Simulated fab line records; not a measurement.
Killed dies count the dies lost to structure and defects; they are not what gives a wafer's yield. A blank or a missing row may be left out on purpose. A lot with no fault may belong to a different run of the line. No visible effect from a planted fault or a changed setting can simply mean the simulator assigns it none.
Which of the tools did it? | flow nand harc | 12 lots with 36 wafers sampled at 6 steps, on a route of 1159 steps

WHAT THE GAUGES READ, wafer by wafer
NHARC_A_M1_INSPECT_27.
lot  | measured     | on                | raw defect count
L074 | day 18 03:20 | defect inspect-01 | 529 413 455
L076 | day 18 17:34 | defect inspect-01 | 349 440 289
L080 | day 19 01:23 | defect inspect-01 | 471 539 423
L083 | day 19 12:50 | defect inspect-01 | 488 697 397
L081 | day 20 01:16 | defect inspect-01 | 1241 598 565
L084 | day 20 05:30 | defect inspect-02 | 649 548 384
L087 | day 20 16:44 | defect inspect-01 | 368 314 282
L086 | day 21 07:06 | defect inspect-02 | 479 417 462
L091 | day 22 07:11 | defect inspect-02 | 1019 715 902
L093 | day 22 09:00 | defect inspect-02 | 810 476 958
L094 | day 23 13:52 | defect inspect-01 | 410 505 473
L097 | day 23 20:58 | defect inspect-01 | 705 429 522

WHAT TOOL EACH LOT RAN ON (gives the tool, then ch and the chambers of the sampled wafers, and finally the start)
lot  | NHARC_A_CONTACT_CVD_19                   | NHARC_A_BLC_STRIP_29               | NHARC_A_M0_DESCUM_14               | NHARC_A_M1_DEGAS_29          | NHARC_A_M1_PVD_20
L074 | cvd w-01 ch 0,1, day 17 13:10 or earlier | rie diel-11 ch 0,1,3, day 17 13:10 | rie diel-05 ch 0,2, day 17 20:17   | pvd sputter-02, day 18 01:43 | pvd sputter-02, day 18 03:20 or earlier
L076 | cvd w-02 ch 0,1, day 18 01:55 or earlier | rie diel-08 ch 1,3, day 18 01:55   | rie diel-05 ch 0,2, day 18 10:32   | pvd sputter-01, day 18 16:02 | pvd sputter-01, day 18 17:34 or earlier
L080 | cvd w-02 ch 0,1, day 18 14:18 or earlier | rie diel-03 ch 1,2,3, day 18 14:18 | rie diel-05 ch 0,2,3, day 18 18:37 | pvd sputter-03, day 18 23:51 | pvd sputter-03, day 19 01:23 or earlier
L083 | cvd w-01 ch 0,1, day 19 03:01 or earlier | rie diel-03 ch 1,2,3, day 19 03:01 | rie diel-01 ch 0,2,3, day 19 06:01 | pvd sputter-02, day 19 11:15 | pvd sputter-02, day 19 12:50 or earlier
L081 | cvd w-02 ch 0, day 19 13:35 or earlier   | rie diel-11 ch 1,3, day 19 13:35   | rie diel-05 ch 1,2, day 19 18:25   | pvd sputter-03, day 19 23:43 | pvd sputter-03, day 20 01:16 or earlier
L084 | cvd w-01 ch 0,1, day 19 18:59 or earlier | rie diel-11 ch 0,1,2, day 19 18:59 | rie diel-05 ch 0,2,3, day 19 22:10 | pvd sputter-02, day 20 03:56 | pvd sputter-02, day 20 05:30 or earlier
L087 | cvd w-02 ch 0,1, day 20 06:59 or earlier | rie diel-11 ch 0,2, day 20 06:59   | rie diel-05 ch 0,2, day 20 10:02   | pvd sputter-02, day 20 15:11 | pvd sputter-02, day 20 16:44 or earlier
L086 | cvd w-02 ch 0, day 20 21:32 or earlier   | rie diel-03 ch 1,2,3, day 20 21:32 | rie diel-01 ch 2,3, day 21 00:25   | pvd sputter-01, day 21 05:32 | pvd sputter-01, day 21 07:06 or earlier
L091 | cvd w-02 ch 0,1, day 21 20:53 or earlier | rie diel-08 ch 1,2, day 21 20:53   | rie diel-09 ch 2,3, day 22 00:33   | pvd sputter-03, day 22 05:38 | pvd sputter-03, day 22 07:11 or earlier
L093 | cvd w-01 ch 0,1, day 21 21:58 or earlier | rie diel-11 ch 2,3, day 21 21:58   | rie diel-09 ch 2,3, day 22 02:04   | pvd sputter-01, day 22 07:26 | pvd sputter-01, day 22 09:00 or earlier
L094 | cvd w-01 ch 0,1, day 23 01:08 or earlier | rie diel-08 ch 1,2,3, day 23 01:08 | rie diel-09 ch 0,1,2, day 23 06:54 | pvd sputter-01, day 23 12:09 | pvd sputter-01, day 23 13:52 or earlier
L097 | cvd w-01 ch 0,1, day 23 08:56 or earlier | rie diel-08 ch 0,1, day 23 08:56   | rie diel-09 ch 0,2,3, day 23 14:04 | pvd sputter-01, day 23 19:25 | pvd sputter-01, day 23 20:58 or earlier
- NHARC_A_CONTACT_CVD_19: deposits W, target thk 300 nm, time 802 s.
- NHARC_A_BLC_STRIP_29: strips in CF4.
- NHARC_A_M0_DESCUM_14: chemistry O2, time 3 s.
- NHARC_A_M1_DEGAS_29: time 60 s.
- NHARC_A_M1_PVD_20: deposits TaN, target thk 5 nm, time 8.06 s.

THE ANSWER, worked out from the rows above alone
Rule: usual is defined by the lots themselves. The widest of any qualifying gaps counts: lots, ordered by their means at a reading, are off when they make up no more than a third of the lots, leave a main group of 4 or more, and stand apart from it by 3 or more times the standard deviation of that group's means. A main group is skipped when, at the precision printed for the reading in the tables above, its means are all equal. A lot without any number at a reading at which 4 lots or more have one is off too. Any other lot the step has rows for is counted as sound.
Across all readings shown, no lot is off: no conclusion can be drawn from this.

WHAT THE SIMULATOR PUT IN
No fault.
